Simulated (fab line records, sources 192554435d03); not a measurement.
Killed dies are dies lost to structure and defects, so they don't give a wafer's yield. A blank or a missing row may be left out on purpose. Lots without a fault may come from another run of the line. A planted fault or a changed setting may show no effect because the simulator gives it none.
Chamber matching | flow n5_finfet | N5_BEOL_M0_SAQP_PECVD_97 on pecvd-01: 3 sister chambers
The step deposits SiNx from SiH4/NH3/N2, target thk 23 nm, time 19.9 s. 6 wafers are shown with their chamber, then 9 later ones without.

WAFERS WITH THEIR CHAMBER
wafer  | chamber | throttle_valve_pct (%) | showerhead_plenum_p_Torr (Torr)
L085.2 | 0       | 42.8                   | 5.172
L088.4 | 0       | 42.6                   | 5.155
L088.6 | 1       | 41.2                   | 5.135
L089.2 | 1       | 40.9                   | 5.130
L089.3 | 2       | 35.5                   | 5.164
L089.5 | 2       | 35.6                   | 5.182

WAFERS WITHOUT THEIR CHAMBER
wafer  | throttle_valve_pct (%) | showerhead_plenum_p_Torr (Torr)
L090.3 | 42.7                   | 5.160
L090.4 | 42.6                   | 5.173
L090.5 | 41.2                   | 5.135
L093.1 | 35.8                   | 5.174
L093.4 | 41.3                   | 5.150
L093.6 | 42.8                   | 5.176
L097.2 | 35.6                   | 5.168
L097.3 | 42.6                   | 5.161
L097.4 | 35.9                   | 5.164

WHICH CHAMBER EACH WENT THROUGH
wafer  | from the rows above | in truth
L090.3 | 0                   | 0
L090.4 | 0                   | 0
L090.5 | 1                   | 1
L093.1 | 2                   | 2
L093.4 | 1                   | 1
L093.6 | 0                   | 0
L097.2 | 2                   | 2
L097.3 | 0                   | 0
L097.4 | 2                   | 2
Placed correctly: 9 of 9. Can't be placed from these rows: 0. Placed wrongly: 0.
How it was worked out, from the rows above alone: a wafer's distance from a chamber is the root of the sum, over the readings, of the square of ((its reading less the chamber's mean) divided by the reading's scatter). The wafer belongs to the nearest chamber; if the next one is less than 2 further off, it can't be placed. A chamber's mean is the mean of its shown wafers. The scatter: the root of (the sum of the squares of (reading less its chamber's mean) over the shown wafers, divided by (wafers less chambers)).
